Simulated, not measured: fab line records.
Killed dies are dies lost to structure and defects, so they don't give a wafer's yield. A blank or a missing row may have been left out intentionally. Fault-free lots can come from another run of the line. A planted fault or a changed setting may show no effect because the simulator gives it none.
Matching of chambers ; flow nand harc ; NHARC_A_CONTACT_CMP_20 on cmp-04: 4 sister chambers
The step polishes, t overpolish 30 s, target thk 300 nm. 8 wafers are shown with their chamber, then 7 later ones without.

WAFERS PAIRED WITH THEIR CHAMBERS
wafer;chamber;motor current A (A);overpolish run s (s)
L078.5;0;12.0;29.997
L088.1;2;12.2;29.987
L088.4;1;11.1;29.980
L090.2;1;11.8;30.010
L090.3;3;12.0;30.019
L090.5;2;12.4;29.997
L094.3;0;11.7;30.007
L094.4;3;11.4;30.020

WAFERS WHOSE CHAMBER IS MISSING
wafer;motor current A (A);overpolish run s (s)
L094.5;11.3;29.994
L092.2;11.8;30.008
L092.4;12.1;29.999
L092.5;12.5;29.992
L093.2;12.3;30.012
L093.4;11.8;30.002
L093.6;12.0;30.010

WHICH CHAMBER EACH WENT THROUGH
wafer;from the rows above;in truth
L094.5;can't be placed: 1 or 0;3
L092.2;can't be placed: 0 or 3 or 1 or 2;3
L092.4;can't be placed: 0 or 2 or 1 or 3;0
L092.5;can't be placed: 2 or 0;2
L093.2;can't be placed: 0 or 2 or 3 or 1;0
L093.4;can't be placed: 0 or 1 or 3 or 2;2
L093.6;can't be placed: 0 or 3 or 2 or 1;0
0 of 7 placed correctly. From these rows, 7 cannot be placed; in 6 the true chamber is one of the candidates. Placed wrongly: 0.
How it was worked out, from the rows above alone: a wafer's distance from a chamber is the root of the sum, over the readings, of the square of ((its reading less the chamber's mean) divided by the reading's scatter). The wafer belongs to the nearest chamber; if the next one is less than 2 further off, it can't be placed. For every chamber, the mean is computed from those of its wafers that are shown. The scatter: the root of (the sum of the squares of (reading less its chamber's mean) over the shown wafers, divided by (wafers less chambers)).
